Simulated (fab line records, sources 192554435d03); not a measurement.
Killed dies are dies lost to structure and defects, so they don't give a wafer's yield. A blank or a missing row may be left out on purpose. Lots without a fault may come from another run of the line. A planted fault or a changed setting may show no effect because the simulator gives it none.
fab line records | flow n5_finfet
record lots=5 wafers=14 last_day=17
route steps=1938 shown BEOL_M4@1052
lots that met no fault: from a run of the same line without faults
start_h: hours from the record's first day to the start of the lot's first wafer shown | wait_h: hours since the lot's step before | " the same as in the row above | L1.1+2: a row that stands for several wafers | - no value, or no start given | * or withheld: withheld | < > ~ a bound
route shown NAME@n: a module of which the file shows steps, and the number in the route of the first | usual: mean/standard deviation of fault-free wafers | same: alike in all rows | chamber/n: place in a boat | sites: the reading at each site | _std_site: their standard deviation | _edge_site: outer sites' mean less inner sites' | radius_mm: how far each site lies from the wafer's centre | mask NAME#n: copy n | behind: the tool/chamber that last shaped the wafer | hold: why the lot was held/for how many hours/how that ended | device: the transistor (n, p or np) that didn't switch | end of line: the same wafers' tests at the end of the route | a step without rows: its recipe alone | killed: dies lost to structure and defects at the first sort, not the wafer's yield | map: a wafer's dies, x killed, . not, _ none there
set.NAME: the setting as run; set.NAME@STEP: as run at that earlier step | model.NAME: the simulator's own value behind a step, which no gauge read
lots at some steps of the route; a table a step, a row a wafer
services: from which hour (start_h, from the record's first day; less than 0 if before it) a tool's chamber was out of use, for how many hours, and why
## steps
# step N5_BEOL_M4_SOFTBAKE_23
# recipe temp_c=110 time_s=60 resist=CAR-EUV
# step N5_BEOL_M4_EXPOSE_25
# recipe mask_id=V3 na=0.33 source_shape=quasar sigma_inner=0.2 sigma_outer=0.8 polarization=unpolarized defocus_nm=5 dose_mj=63
# step N5_BEOL_M4_PEB_26
# recipe peb_temp_c=100 peb_time_s=60 resist=CAR-EUV
# step N5_BEOL_M4_DEVELOP_27
# recipe develop_time_s=30 developer=TMAH resist=CAR-EUV rinse_liquid=surfactant_rinse dry=air_spin dev_temp_c=23
# step N5_BEOL_M4_CD_MEAS_28
# recipe target_cd_nm=26.2 landing_energy_ev=500 detector=se_inlens target_cd_y_nm=24.1 polarity=opening
# usual cd_nm=26.27/0.26
# same landing_energy_ev=500
# columns lot.wafer tool chamber start_h wait_h cd_nm
L920.1 cd_sem-01 0 173.17 - 26.56
L920.2 " 0 " " 26.00
L920.6 " 0 " " 26.10
L922.1 cd_sem-02 0 181.94 - 26.61
L922.5 " 0 " " 26.50
L922.6 " 0 " " 26.57
L929.1 cd_sem-01 0 231.65 - 26.69
L929.2 " 0 " " 26.27
L938.2 cd_sem-01 0 292.49 - 26.89
L938.4 " 0 " " 26.60
L938.6 " 0 " " 26.86
L941.2 cd_sem-02 0 302.70 - 26.22
L941.4 " 0 " " 26.14
L941.6 " 0 " " 26.26
# step N5_BEOL_M4_OVL_MEAS_29
# recipe points_per_wafer=522
# usual V3_OVL=0.0/0.68
# columns lot.wafer tool chamber start_h wait_h V3_OVL[nm]
L920.1 overlay-02 0 173.20 0.0 0.2
L920.2 " 0 " " 0.2
L920.6 " 0 " " 1.1
L922.1 overlay-01 0 181.97 0.0 -0.4
L922.5 " 0 " " 0.7
L922.6 " 0 " " 0.2
L929.1 overlay-02 0 231.68 0.0 0.4
L929.2 " 0 " " -0.6
L938.2 overlay-02 0 292.52 0.0 0.2
L938.4 " 0 " " -0.2
L938.6 " 0 " " -0.1
L941.2 overlay-02 0 302.73 0.0 -0.8
L941.4 " 0 " " -0.7
L941.6 " 0 " " -1.0
# step N5_BEOL_M4_INSPECT_30
# recipe mode=adi inspect_instrument=brightfield
# usual raw_defect_count=404/94
# columns lot.wafer tool chamber start_h wait_h raw_defect_count
L920.1 defect_inspect-01 - 173.26 0.1 305
L920.2 " - " " 381
L920.6 " - " " 387
L922.1 defect_inspect-02 - 182.03 0.1 551
L922.5 " - " " 434
L922.6 " - " " 446
L929.1 defect_inspect-02 - 231.74 0.1 237
L929.2 " - " " 228
L938.2 defect_inspect-01 - 292.58 0.0 339
L938.4 " - " " 327
L938.6 " - " " 302
L941.2 defect_inspect-01 - 302.78 0.0 355
L941.4 " - " " 444
L941.6 " - " " 313
# step N5_BEOL_M4_DESCUM_33
# recipe chemistry=O2 time_s=7 source_power_w=50 bias_power_w=20 pressure_mtorr=20 rf_frequency_hz=2.712e+07 temp_c=40 resist=CAR-EUV o2_flow_sccm=225
# usual drypump_motor_current_A=5.9/0.34 oes_product_au=0.81/0.091 rf_vpp_V=243.3/1.3 showerhead_plenum_p_Torr=2.10/0.077 throttle_valve_pct=20.29/0.16
# same time_s=7
# columns lot.wafer tool chamber start_h wait_h drypump_motor_current_A oes_product_au rf_hours_counter_h rf_vpp_V showerhead_plenum_p_Torr throttle_valve_pct
L920.1 rie_diel-02 1 173.30 0.0 5.6 0.67 236 241.9 1.98 20.49
L920.2 " 3 " " 6.3 0.71 198 244.4 2.15 20.08
L920.6 " 2 " " 5.9 0.73 - 242.5 2.00 20.37
L922.1 rie_diel-04 2 182.07 0.0 6.3 0.71 241 242.2 2.07 20.66
L922.5 " 2 " " 6.3 0.70 - 242.1 2.08 20.66
L922.6 " 1 " " 5.7 0.75 - 244.5 2.18 20.37
L929.1 rie_diel-04 3 233.68 1.9 5.5 0.80 82 243.2 2.01 20.14
L929.2 " 1 " " 5.7 0.74 192 243.3 2.18 20.39
L938.2 rie_diel-03 1 292.61 0.0 6.3 0.83 52 243.6 2.14 20.52
L938.4 " 2 " " 4.8 0.88 29 242.3 2.04 20.24
L938.6 " 1 " " 6.3 0.85 - 243.0 2.14 20.51
L941.2 rie_diel-02 1 302.82 0.0 5.6 0.90 20 245.0 2.23 20.20
L941.4 " 0 " " 5.9 0.83 98 244.9 2.10 20.33
L941.6 " 3 " " 6.3 0.68 - 244.3 2.14 20.16
# step N5_BEOL_M4_ETCH_77
# recipe chemistry=N2/H2 target=underlayer target_depth_a=65 mask_material=CAR-EUV time_s=5.2 ion_energy_ev=200 pressure_mtorr=30 source_w=840 bias_w=150 n2_flow_sccm=200 h2_flow_sccm=200 ends=cleared
# usual drypump_motor_current_A=5.9/0.34 etch_rf_on_time_s=5.17/0.11 oes_product_au=0.69/0.081 rf_vpp_V=524.3/2.9 showerhead_plenum_p_Torr=2.55/0.086 throttle_valve_pct=17.76/0.19
# columns lot.wafer tool chamber start_h wait_h drypump_motor_current_A etch_rf_on_time_s oes_product_au rf_hours_counter_h rf_vpp_V showerhead_plenum_p_Torr throttle_valve_pct
L920.1 rie_diel-02 1 173.34 0.0 5.6 5.14 0.59 236 518.9 2.40 17.83
L920.2 " 3 " " 6.3 5.28 0.59 198 528.3 2.64 17.68
L920.6 " 2 " " 5.9 5.11 0.64 - 521.4 2.45 18.04
L922.1 rie_diel-04 2 182.10 0.0 6.3 5.15 0.61 241 521.9 2.51 18.00
L922.5 " 2 " " 6.3 5.07 0.61 - 523.8 2.51 18.02
L922.6 " 1 " " 5.7 5.18 0.64 - 529.7 2.64 17.84
L929.1 rie_diel-04 3 233.72 0.0 5.5 5.12 0.69 82 522.5 2.46 17.74
L929.2 " 1 " " 5.7 5.25 0.63 192 526.1 2.63 17.88
L938.2 rie_diel-03 1 292.64 0.0 6.3 5.17 0.72 52 527.2 2.59 17.89
L938.4 " 2 " " 4.8 4.97 0.77 29 520.5 2.47 17.60
L938.6 " 1 " " 6.3 5.13 0.73 - 523.8 2.59 17.84
L941.2 rie_diel-02 1 302.85 0.0 5.6 5.19 0.76 20 526.6 2.70 17.48
L941.4 " 0 " " 5.9 5.14 0.71 98 523.1 2.55 17.75
L941.6 " 3 " " 6.3 5.42 0.57 - 525.6 2.62 17.76
# step N5_BEOL_M4_ETCH_69
# recipe chemistry=CF4 target=SiARC target_depth_a=156 mask_material=CAR-EUV time_s=26 ion_energy_ev=80 pressure_mtorr=40 source_w=545 bias_w=36 Ar_flow_sccm=100 cf4_flow_sccm=100 ends=cleared
# usual drypump_motor_current_A=5.9/0.34 etch_rf_on_time_s=25.9/0.58 oes_product_au=0.69/0.08 rf_vpp_V=184.2/1.2 showerhead_plenum_p_Torr=2.15/0.072 throttle_valve_pct=15.50/0.14
# columns lot.wafer tool chamber start_h wait_h drypump_motor_current_A etch_rf_on_time_s oes_product_au rf_hours_counter_h rf_vpp_V showerhead_plenum_p_Torr throttle_valve_pct
L920.1 rie_diel-02 1 173.36 0.0 5.6 25.5 0.59 236 182.6 2.03 15.73
L920.2 " 3 " " 6.3 26.9 0.59 198 185.0 2.21 15.41
L920.6 " 2 " " 5.9 25.8 0.64 - 182.7 2.05 15.64
L922.1 rie_diel-04 2 182.12 0.0 6.3 26.3 0.60 241 183.6 2.11 15.78
L922.5 " 2 " " 6.3 26.0 0.60 - 182.4 2.11 15.81
L922.6 " 1 " " 5.7 25.9 0.64 - 185.1 2.22 15.54
L929.1 rie_diel-04 3 233.73 0.0 5.5 25.5 0.69 82 182.6 2.08 15.43
L929.2 " 1 " " 5.7 25.8 0.63 192 186.5 2.22 15.59
L938.2 rie_diel-03 1 292.66 0.0 6.2 26.2 0.72 52 184.5 2.18 15.52
L938.4 " 2 " " 4.8 25.4 0.75 29 183.8 2.09 15.42
L938.6 " 1 " " 6.2 26.6 0.70 - 185.2 2.18 15.50
L941.2 rie_diel-02 1 302.87 0.0 5.6 25.2 0.79 20 185.9 2.27 15.32
L941.4 " 0 " " 5.9 25.5 0.71 98 184.0 2.16 15.51
L941.6 " 3 " " 6.3 26.9 0.57 - 184.7 2.19 15.52
# step N5_BEOL_M4_ALD_98
# recipe material=SiO2 target_thk_a=25 temp_c=100 ald_precursor_family=BDEAS ald_co_reactant=O2-plasma pulse_time_s=1 co_reactant_pulse_time_s=1 purge_time_s=2 co_reactant_purge_time_s=2 ald_cycles=17 pressure_torr=2
# usual chamber_pressure_Torr=1.999/0.0044 heater_power_w=75/6.2 precursor_pulse_height_rel=1.002/0.02
# columns lot.wafer tool chamber start_h wait_h chamber_pressure_Torr heater_power_w precursor_pulse_height_rel
L920.1 ald_sin-03 2 173.44 0.1 2.000 80 1.001
L920.2 " 0 " " 1.997 71 1.056
L920.6 " 0 " " 1.993 71 1.004
L922.1 ald_sin-01 0 182.20 0.1 2.003 74 1.026
L922.5 " 1 " " 1.994 70 0.970
L922.6 " 0 " " 1.999 75 0.977
L929.1 ald_sin-03 2 233.82 0.1 1.995 81 1.010
L929.2 " 0 " " 1.994 73 1.010
L938.2 ald_sin-01 3 292.74 0.1 1.997 83 1.019
L938.4 " 0 " " 1.996 75 0.983
L938.6 " 3 " " 2.001 86 1.009
L941.2 ald_sin-03 3 302.97 0.1 2.003 75 1.045
L941.4 " 0 " " 2.002 72 0.993
L941.6 " 3 " " 2.005 73 0.995
# step N5_BEOL_M4_ETCHBACK_99
# recipe chemistry=CHF3 target=SiO2 target_depth_a=50 time_s=10.4 source_w=215 bias_w=47 Ar_flow_sccm=200 CHF3_flow_sccm=12 ion_energy_ev=100 pressure_mtorr=30
# usual drypump_motor_current_A=5.8/0.39 oes_product_au=0.81/0.089 rf_vpp_V=243/6.2 showerhead_plenum_p_Torr=2.16/0.072 throttle_valve_pct=16.99/0.12
# same time_s=10.4
# columns lot.wafer tool chamber start_h wait_h drypump_motor_current_A oes_product_au rf_hours_counter_h rf_vpp_V showerhead_plenum_p_Torr throttle_valve_pct
L920.1 rie_diel-02 1 176.24 2.8 5.6 0.68 237 236 2.03 17.15
L920.2 " 2 " " 5.9 0.74 169 231 2.07 17.15
L920.6 " 2 " " 5.9 0.74 - 232 2.07 17.16
L922.1 rie_diel-03 0 188.72 6.5 5.8 0.95 8 245 2.12 16.87
L922.5 " 3 " " 6.1 0.83 - 249 2.17 16.99
L922.6 " 1 " " 6.2 0.89 - 246 2.22 17.06
L929.1 rie_diel-02 2 239.03 5.2 5.9 0.73 190 233 2.06 17.19
L929.2 " 3 " " 6.3 0.69 224 249 2.22 16.94
L938.2 rie_diel-04 2 293.87 1.1 6.3 0.94 19 240 2.13 16.91
L938.4 " 3 " " 5.5 0.78 103 230 2.07 16.92
L938.6 " 3 " " 5.5 0.78 - 229 2.07 16.93
L941.2 rie_diel-03 0 310.63 7.6 5.7 0.87 47 244 2.11 16.95
L941.4 " 1 " " 6.2 0.84 58 245 2.21 17.13
L941.6 " 2 " " 4.8 0.88 - 244 2.11 16.98
# step N5_BEOL_M4_ETCH_70
# recipe chemistry=N2/H2 target=SOC target_depth_a=800 overetch_a=240 mask_material=SiARC temp_c=40 time_s=130 ion_energy_ev=200 pressure_mtorr=30 source_w=840 bias_w=150 n2_flow_sccm=200 h2_flow_sccm=200
# usual drypump_motor_current_A=5.9/0.39 oes_product_au=0.60/0.061 rf_vpp_V=524.0/2.5 run_length_s=153.3/0.48 showerhead_plenum_p_Torr=2.55/0.082 throttle_valve_pct=17.72/0.16
# columns lot.wafer tool chamber start_h wait_h drypump_motor_current_A oes_product_au rf_hours_counter_h rf_vpp_V run_length_s showerhead_plenum_p_Torr throttle_valve_pct model.SiARC_of_BEOL_M4_COAT_68.thk_nm
L920.1 rie_diel-02 1 176.27 0.0 5.6 0.50 237 519.3 152.6 2.40 17.78 5.8
L920.2 " 2 " " 5.9 0.55 169 520.6 152.3 2.45 17.99 6
L920.6 " 2 " " 5.9 0.55 - 520.1 152.9 2.45 18.00 6
L922.1 rie_diel-03 0 188.76 0.0 5.8 0.68 8 522.7 153.1 2.49 17.71 5.4
L922.5 " 3 " " 6.1 0.62 - 524.6 153.8 2.57 17.72 5.8
L922.6 " 1 " " 6.3 0.66 - 525.0 153.7 2.60 17.77 5.8
L929.1 rie_diel-02 2 239.06 0.0 5.9 0.52 191 520.0 161.7 2.44 18.01 5.6
L929.2 " 3 " " 6.3 0.49 224 526.4 162.5 2.63 17.68 5.6
L938.2 rie_diel-04 2 293.90 0.0 6.3 0.69 19 523.0 152.6 2.49 17.55 5.8
L938.4 " 3 " " 5.5 0.58 103 522.1 153.4 2.45 17.72 6
L938.6 " 3 " " 5.5 0.58 - 521.3 153.0 2.45 17.70 6
L941.2 rie_diel-03 0 310.66 0.0 5.8 0.62 47 522.1 153.4 2.48 17.77 5.4
L941.4 " 1 " " 6.3 0.62 58 525.5 154.1 2.59 17.85 5.6
L941.6 " 2 " " 4.8 0.63 - 521.0 153.9 2.47 17.54 5.6
# step N5_BEOL_M4_STRIP_71
# recipe chemistry=N2/H2 temp_c=40 n2_flow_sccm=200 h2_flow_sccm=200 rf_frequency_hz=6e+07
# step N5_BEOL_M4_RC_MEAS_101
# usual DIBL_N=36.0/1.7 DIBL_P=35.8/2 IOFF_N=0.15/0.03 IOFF_P=0.20/0.037 ION_N=670/12 ION_P=460/7.2 SS_N=71.5/0.68 SS_P=73.2/0.65 VT_N=250/3.1 VT_P=-251/3.4
# columns lot.wafer tool chamber start_h wait_h DIBL_N[mV/V] DIBL_P[mV/V] IOFF_N[nA/um] IOFF_P[nA/um] ION_N[uA/um] ION_P[uA/um] SS_N[mV/dec] SS_P[mV/dec] VT_N[mV] VT_P[mV]
L920.1 prober-01 0 180.49 0.0 37.9 37.1 0.19 0.20 678 450 73.0 73.3 246 -250
L920.2 " 0 " " 40.2 39.1 0.22 0.24 671 450 73.8 73.8 246 -249
L920.6 " 0 " " 36.6 35.2 0.17 0.18 678 455 72.4 73.1 247 -252
L922.1 prober-01 0 195.27 0.0 35.5 34.8 0.16 0.23 680 469 71.9 74.0 248 -245
L922.5 " 0 " " 38.2 36.7 0.20 0.28 659 462 72.4 73.9 248 -245
L922.6 " 0 " " 37.1 35.7 0.18 0.25 683 476 71.6 73.4 247 -245
L929.1 prober-01 0 243.61 0.0 38.3 37.8 0.17 0.24 676 469 72.2 74.1 251 -246
L929.2 " 0 " " 35.9 35.9 0.14 0.22 669 463 71.9 73.5 251 -247
L938.2 prober-02 0 299.25 0.2 34.0 33.3 0.12 0.18 663 460 71.1 73.0 257 -253
L938.4 " 0 " " 37.0 36.0 0.17 0.21 681 465 71.7 72.9 249 -254
L938.6 " 0 " " 35.8 35.1 0.14 0.19 661 457 71.2 72.5 254 -254
L941.2 prober-02 0 317.27 0.2 36.1 36.7 0.16 0.20 684 453 71.5 73.2 248 -252
L941.4 " 0 " " 36.6 37.8 0.17 0.21 673 458 72.2 73.5 249 -253
L941.6 " 0 " " 36.3 37.6 0.16 0.21 674 459 70.7 73.5 248 -250
## services
# columns tool chamber start_h hours kind
rie_diel-03 2 168.82 - clean
rie_diel-03 2 168.82 - consumable_replace:focus_ring
rie_diel-03 2 168.82 20.2 scheduled_down
rie_diel-03 2 168.82 20.2 vent_cycle
ald_sin-01 2 178.59 52.7 repair
rie_diel-03 - 212.07 0.1 repair
rie_diel-04 2 216.41 - clean
rie_diel-04 2 216.41 - consumable_replace:focus_ring
rie_diel-04 2 216.41 23.9 scheduled_down
rie_diel-04 2 216.41 23.9 vent_cycle
rie_diel-02 1 219.16 - clean
rie_diel-02 1 219.16 - consumable_replace:focus_ring
rie_diel-02 1 219.16 - consumable_replace:showerhead
rie_diel-02 1 219.16 21.4 scheduled_down
rie_diel-02 1 219.16 21.4 vent_cycle
rie_diel-03 - 223.88 15.6 pm
ald_sin-03 3 226.02 3.8 repair
rie_diel-04 3 238.86 7.2 repair
ald_sin-03 - 273.70 2.8 pm
ald_sin-01 1 305.44 4.2 repair
## key
first_sign step=N5_BEOL_M4_ETCH_70 reading=run_length_s direction=up sigmas=18 usual=* struck=*
effect none on later readings
model_effect step=N5_BEOL_M4_ETCH_70 value=SiARC_of_BEOL_M4_COAT_68.thk_nm without=6 struck=5.6
met_at N5_BEOL_M4_ETCH_70
struck_wafers L929.1,L929.2
onset_between 176.27 239.06
fault kind=process_parameter_drift tool=rie_diel-02 chamber=- onset_h=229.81 steps=N5_BEOL_M4_ETCH_70 channel=time_s offset=* shape=step end_h=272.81 scope=struck_wafers_only acts_in=* stated=*
